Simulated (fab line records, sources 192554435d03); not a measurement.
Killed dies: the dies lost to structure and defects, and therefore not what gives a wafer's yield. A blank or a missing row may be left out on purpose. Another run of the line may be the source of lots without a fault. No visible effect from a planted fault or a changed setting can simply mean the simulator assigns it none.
Struck lot and sound lot, side by side | flow n5-finfet | 39 steps out of a route of 1938
Sound: the wafers L756.2, L756.3, L756.5. Struck: wafer L765.1. (L765.3 of the same lot was not struck and is left out.) The cause comes at the end.
For every step that has rows: the tool of each side, followed by ch and its chambers, followed by its first start. Under that, the readings that differ: sound wafers | struck wafers | difference of the means | sigmas: that difference in standard deviations of wafers without a fault.
alike: same words and numbers on both sides, and readings whose means sit less than 2 such deviations apart. not compared: any withheld reading, any reading some wafer has no value for, any bound like >300 that may hide the same value, and any number with overlapping values for which the record gives no deviation.
Wherever a step has rows on one side only, a row that says differs or no value, or a row with sigmas, the two part there. When numbers do not overlap yet have no deviation, they are printed without sigmas and do not part them. A reading that every wafer of one side lacks parts them only if that side has two wafers or more.

first, 9 steps without rows for these wafers: N5_HKMG_FIN_DESCUM_17 (chemistry O2, time 7.9 s); N5_HKMG_FIN_ETCH_31 (etches SiARC in CF4, target depth 45.5 nm, time 75.8 s); N5_HKMG_FIN_ETCH_32 (etches SOC in N2/H2, target depth 240 nm, time 300 s); N5_HKMG_FIN_STRIP_33 (strips in N2/H2); N5_HKMG_FIN_STRIP_34 (strips in CF4); N5_HKMG_FIN_ETCH_35 (etches SOC in N2/H2, target depth 215.8 nm, time 243.4 s); N5_HKMG_FIN_STRIP_92 (strips SOC in N2/H2, time 20 s); N5_HKMG_FIN_WET_ETCH_18 (etches TiN in SC1, time 55 s, target depth 5.2 nm, rinse time 30 s); N5_HKMG_FIN_STRIP_19 (strips in N2/H2, time 360 s).
N5_HKMG_FIN_ALD_91: deposits TiN, target thk 1 nm, pulse time 1 s, purge time 3 s.
  sound on ald-metal-02 ch 0,1, day 4 02:15; struck on ald-metal-02 ch 3, day 6 07:21
  reading            | sound          | struck | difference | sigmas
  ald-cycles         | 47 47 47       | 36     | -11        |
  heater-power-w (W) | 1120 1007 1076 | 830    | -238       | -2
  alike: precursor-pulse-height-rel
  not compared: since-wet-clean-h
then, 27 steps without rows for these wafers: N5_HKMG_FIN_COAT_85 (time 60 s, resist thk 300 nm); N5_HKMG_FIN_ETCH_86 (etches SOC in N2/H2, stops on TiN, target depth 393.2 nm); N5_HKMG_FIN_STRIP_89 (strips SOC in N2/H2, time 20 s); N5_HKMG_FIN_WET_ETCH_87 (etches TiN in SC1, time 154.2 s, target depth 4.7 nm, rinse time 30 s); N5_HKMG_FIN_STRIP_88 (strips in N2/H2, time 360 s); N5_HKMG_FIN_NWFM_ALD_20 (deposits TiAlC, target thk 2 nm, pulse time 3 s, purge time 2 s); N5_HKMG_FIN_ALD_71 (deposits TiN, target thk 1 nm, pulse time 1 s, purge time 3 s); N5_HKMG_FIN_COAT_66 (time 60 s, resist thk 300 nm); N5_HKMG_FIN_ETCH_67 (etches SOC in N2/H2, stops on TiN, target depth 388.9 nm); N5_HKMG_FIN_STRIP_90 (strips SOC in N2/H2, time 20 s); N5_HKMG_FIN_WET_ETCH_73 (etches the open film in SC1, time 42.3 s, target depth 1.3 nm, rinse time 30 s); N5_HKMG_FIN_ETCHBACK_68 (etches the open film in Cl2/Ar, stops on HfO2, target depth 0.5 nm); N5_HKMG_FIN_STRIP_69 (strips in N2/H2, time 360 s); N5_HKMG_FIN_ALD_21 (deposits TiN, target thk 1.5 nm, pulse time 1 s, purge time 3 s); N5_HKMG_FIN_ALD_72 (deposits W, target thk 2 nm, pulse time 1 s, purge time 2 s); N5_HKMG_FIN_W_FILL_22 (material W, target thk 60 nm, time 18.2 s); N5_HKMG_FIN_PRECLEAN_83 (cleans in DIW, time 57.5 s); N5_HKMG_FIN_SRD_84 (dry time 32 s); N5_HKMG_FIN_CMP_23 (polishes, stops on SiNx, t overpolish 10 s, target thk 46.326 nm); N5_HKMG_FIN_CMP_94 (polishes, stops on SiNx, t overpolish 4.7 s, target thk 43.299 nm); N5_GATE_CUT_ETCHBACK_00 (etches W in SF6/Cl2); N5_GATE_CUT_ETCH_56 (etches TiN in Cl2/Ar, target depth 21.6 nm); N5_GATE_CUT_ETCHBACK_30 (etches TiN in Cl2/Ar, target depth 3 nm); N5_GATE_CUT_VAPOR_ETCH_60 (etches HfO2 in BCl3/Cl2); N5_GATE_CUT_ETCH_58 (etches SiNx in CH3F/O2, target depth 17 nm, time 128.6 s); N5_GATE_CUT_STRIP_59 (strips in N2/H2, time 20 s); N5_GATE_CUT_PRECLEAN_31 (cleans in DIW, time 300 s).
-- a jump in the record: the struck wafers' starts before and after are 8 days apart (it breaks off in module GATE_CUT and resumes in module BEOL_M4, where the first step shown is number 1111 of the route) --
N5_BEOL_M4_RC_MEAS_101:
  sound on prober-02 ch 0, day 10 21:08; struck on prober-01 ch 0, day 14 01:27
  reading             | sound                     | struck    | difference | sigmas
  IOFF_N (nA/um)      | 0.16 0.14 0.14            | 0.32      | +0.17      | +4
  IOFF_N_85C (nA/um)  | 3.2 2.8 2.8               | 5.6       | +2.7       | +4
  IOFF_N_LIN (nA/um)  | 0.079 0.070 0.070         | 0.149     | +0.076     | +5
  IOFF_N_LONG (nA/um) | 5.7e-05 5.64e-05 5.63e-05 | 0.0001227 | +0.0000661 | +28
  ION_P (uA/um)       | 478 472 472               | 436       | -38        | -5
  VT_N (mV)           | 247 251 250               | 226       | -23        | -6
  VT_N_LONG (mV)      | 272.5 273.2 275.2         | 247.2     | -26.4      | -13
  VT_N_LVT (mV)       | 98 102 102                | 76        | -25        | -6
  VT_P (mV)           | -247 -249 -250            | -260      | -11        | -3
  VT_P_LONG (mV)      | -273 -271 -273            | -285      | -13        | -4
  VT_P_LVT (mV)       | -97 -100 -99              | -110      | -11        | -4
  alike: DIBL_N, DIBL_P, IOFF_P, ION_N, SS_N, SS_P
-- the record jumps here: 5 days lie between the struck wafers' starts before and after (it left off in module BEOL_M4 and takes up again in module PASSIVATION, whose first step shown is number 1936 of the route) --
N5_PASSIVATION_PROBE_49:
  rows exist in the record for the struck wafers here (prober-02, day 19 02:55), but not for the sound ones

WHERE THEY PART
Earliest at N5_HKMG_FIN_ALD_91; latest, in this record, at N5_PASSIVATION_PROBE_49.

WHY: the cause the simulator had injected
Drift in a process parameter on ald-metal-02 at N5_HKMG_FIN_ALD_91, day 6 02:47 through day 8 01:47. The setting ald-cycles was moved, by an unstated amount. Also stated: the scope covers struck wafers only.
